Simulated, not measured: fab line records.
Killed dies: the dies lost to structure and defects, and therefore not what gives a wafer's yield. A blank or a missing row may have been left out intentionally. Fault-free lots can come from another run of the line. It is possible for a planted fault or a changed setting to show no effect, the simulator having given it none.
Matching of chambers | flow nandHarc | rieDiel-12 running NHARC_A_BONDPAD_DESCUM_11: 4 sister chambers
The step chemistry O2, time 3 s. 20 wafers are shown with their chamber, then 10 later ones without.

== WAFERS WITH THEIR CHAMBER ==
wafer  | chamber | drypumpMotorCurrentA (A) | rfVppV (V) | oesProductAu (a.u.)
L145.1 | 2       | 6.4                      | 58.0       | 1.012
L145.2 | 0       | 5.1                      | 57.7       | 0.999
L145.6 | 1       | 5.3                      | 58.5       | 0.989
L146.3 | 1       | 5.3                      | 58.5       | 0.992
L146.4 | 0       | 5.1                      | 60.5       | 0.998
L146.5 | 1       | 5.3                      | 58.8       | 0.989
L144.3 | 0       | 5.1                      | 58.7       | 0.997
L144.4 | 3       | 5.0                      | 57.3       | 1.000
L144.5 | 2       | 6.3                      | 57.1       | 1.014
L150.2 | 0       | 5.0                      | 59.4       | 0.994
L150.3 | 2       | 6.4                      | 57.5       | 0.997
L150.4 | 3       | 5.0                      | 57.4       | 0.993
L161.1 | 3       | 5.0                      | 57.1       | 1.006
L161.3 | 0       | 5.1                      | 58.2       | 1.007
L161.4 | 1       | 5.3                      | 59.1       | 0.999
L162.1 | 0       | 5.0                      | 58.3       | 1.001
L162.3 | 1       | 5.3                      | 58.5       | 0.999
L162.4 | 2       | 6.3                      | 58.9       | 1.003
L163.2 | 0       | 5.1                      | 58.2       | 1.018
L163.4 | 3       | 5.0                      | 58.6       | 1.007

SIGNATURES (means of the wafers above)
reading              | chamber 0 | chamber 1 | chamber 2 | chamber 3 | scatter within a chamber
drypumpMotorCurrentA | 5.071     | 5.300     | 6.350     | 5.000     | 0.039
rfVppV               | 58.714    | 58.680    | 57.875    | 57.600    | 0.744
oesProductAu         | 1.00200   | 0.99360   | 1.00650   | 1.00150   | 0.00713
Rule: distance of a wafer from a chamber = root of the sum over the readings of ((wafer's reading minus chamber's mean) / reading's scatter) squared. If the next closest chamber is less than 2 further off than the closest, the wafer can't be placed; otherwise it belongs to the closest. The scatter is the square root of a quotient: the sum, over the shown wafers, of each reading's squared deviation from its chamber's mean, divided by wafers minus chambers.

== WAFERS WHOSE CHAMBER IS MISSING ==
wafer  | drypumpMotorCurrentA (A) | rfVppV (V) | oesProductAu (a.u.)
L163.5 | 5.1                      | 58.7       | 1.014
L166.1 | 5.1                      | 57.5       | 1.008
L166.3 | 6.4                      | 56.5       | 0.997
L166.4 | 5.1                      | 58.2       | 1.009
L164.1 | 5.3                      | 58.3       | 0.994
L164.3 | 5.1                      | 58.5       | 1.017
L164.4 | 6.3                      | 58.1       | 0.998
L167.3 | 5.0                      | 58.4       | 1.000
L167.4 | 6.3                      | 57.0       | 0.985
L167.6 | 5.1                      | 57.1       | 1.002

== WHICH CHAMBER EACH WENT THROUGH ==
wafer  | from the rows above     | in truth
L163.5 | can't be placed: 0 or 3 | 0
L166.1 | can't be placed: 0 or 3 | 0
L166.3 | 2                       | 2
L166.4 | can't be placed: 0 or 3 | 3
L164.1 | 1                       | 1
L164.3 | can't be placed: 0 or 3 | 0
L164.4 | 2                       | 2
L167.3 | can't be placed: 3 or 0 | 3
L167.4 | 2                       | 2
L167.6 | can't be placed: 0 or 3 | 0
Placed correctly: 4 of 10. From these rows, 6 cannot be placed; in 6 the true chamber is one of the candidates. Placed wrongly: 0.
